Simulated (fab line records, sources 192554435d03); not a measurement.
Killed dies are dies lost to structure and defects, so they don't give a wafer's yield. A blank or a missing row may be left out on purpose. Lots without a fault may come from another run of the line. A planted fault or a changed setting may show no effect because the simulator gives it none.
One fault seen from 3 desks | flow n5_finfet | each desk has only its own numbers; what lay behind them comes last

THE TOOL OWNER'S DESK: litho_track-05
The tool's own readings at N5_BEOL_M14_PEB_26 (peb time 90 s): means of the sampled wafers that have a number, for each lot that ran on this tool. A lot is out of limits, marked OUT, if its mean lies more than 4 standard deviations from the usual mean; the brackets give that distance.
Columns: A = heater_power_total_W at N5_BEOL_M14_PEB_26, usual 172.4 W; B = plate_temp_C at N5_BEOL_M14_PEB_26, usual 129.95 C
lot  | first seen here | A     | B
L304 | day 11 09:53    | 171.8 | 130.08
L310 | day 13 14:34    | 172.4 | 129.74
L319 | day 15 02:16    | 172.7 | 129.89
L320 | day 15 21:32    | 170.1 | 128.97 (-7.0) OUT
L323 | day 16 14:19    | 170.0 | 128.90 (-7.5) OUT
This desk's finding: out of limits on L320, L323; first on L320, day 15 21:32 (plate_temp_C at N5_BEOL_M14_PEB_26). In limits: L304, L310, L319.

THE METROLOGY DESK
What the gauges read, lot by lot, whatever tool the lot ran on: means of the sampled wafers that have a number. A lot is out of limits, marked OUT, if its mean lies more than 4 standard deviations from the usual mean; the brackets give that distance.
Columns: A = cd_nm at N5_BEOL_M14_CD_MEAS_28, usual 283.4 nm
lot  | first seen here | A
L304 | day 11 10:01    | 281.6
L310 | day 13 14:41    | 283.0
L315 | day 14 04:59    | 283.7
L318 | day 14 22:28    | 284.1
L319 | day 15 02:23    | 284.0
L320 | day 15 21:39    | 278.5
L323 | day 16 14:26    | 276.1 (-4.9) OUT
L327 | day 17 08:42    | 282.5
L325 | day 17 11:51    | 284.3
L326 | day 17 14:16    | 282.9
This desk's finding: out of limits on L323; first on L323, day 16 14:26 (cd_nm at N5_BEOL_M14_CD_MEAS_28). In limits: L304, L310, L315, L318, L319, L320, L327, L325, L326.

THE DEFECT DESK
What the inspections along the route counted, lot by lot: means of the sampled wafers that have a number. A lot is out of limits, marked OUT, if its mean lies more than 4 standard deviations from the usual mean; the brackets give that distance.
Columns: A = raw_defect_count at N5_BEOL_M13_INSPECT_55, usual 64
lot  | first seen here | A
L304 | day 11 08:16    | 42
L310 | day 13 13:12    | 62
L315 | day 14 03:36    | 51
L318 | day 14 20:57    | 66
L319 | day 15 00:44    | 59
L320 | day 15 20:07    | 94
L323 | day 16 12:48    | 38
L327 | day 17 07:11    | 79
L325 | day 17 10:16    | 71
L326 | day 17 12:48    | 61
This desk's finding: nothing out of limits on any of the 10 lots.

PUT TOGETHER
The tool owner's desk could have raised an alarm at day 15 21:32, on L320, L323.
The metrology desk could have raised an alarm at day 16 14:26, on L323.
The defect desk saw nothing out of limits.
The metrology desk has L320 on record, within its limits.
The defect desk has L320, L323 on record, within its limits.
Of the lots named, all ran N5_BEOL_M14_PEB_26 on litho_track-05.

WHAT THE SIMULATOR HAD PUT IN
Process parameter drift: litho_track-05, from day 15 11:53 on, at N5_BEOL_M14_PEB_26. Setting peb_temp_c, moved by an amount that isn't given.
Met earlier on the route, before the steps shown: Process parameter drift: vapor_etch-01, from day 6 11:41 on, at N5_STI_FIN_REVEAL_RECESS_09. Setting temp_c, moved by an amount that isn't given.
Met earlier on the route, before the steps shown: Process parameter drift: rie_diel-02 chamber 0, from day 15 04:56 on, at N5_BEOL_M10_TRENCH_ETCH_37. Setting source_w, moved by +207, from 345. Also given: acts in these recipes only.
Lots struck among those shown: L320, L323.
Hours from the fault's start to each desk's first reading out of limits: the tool owner's desk, 10; the metrology desk, 27.
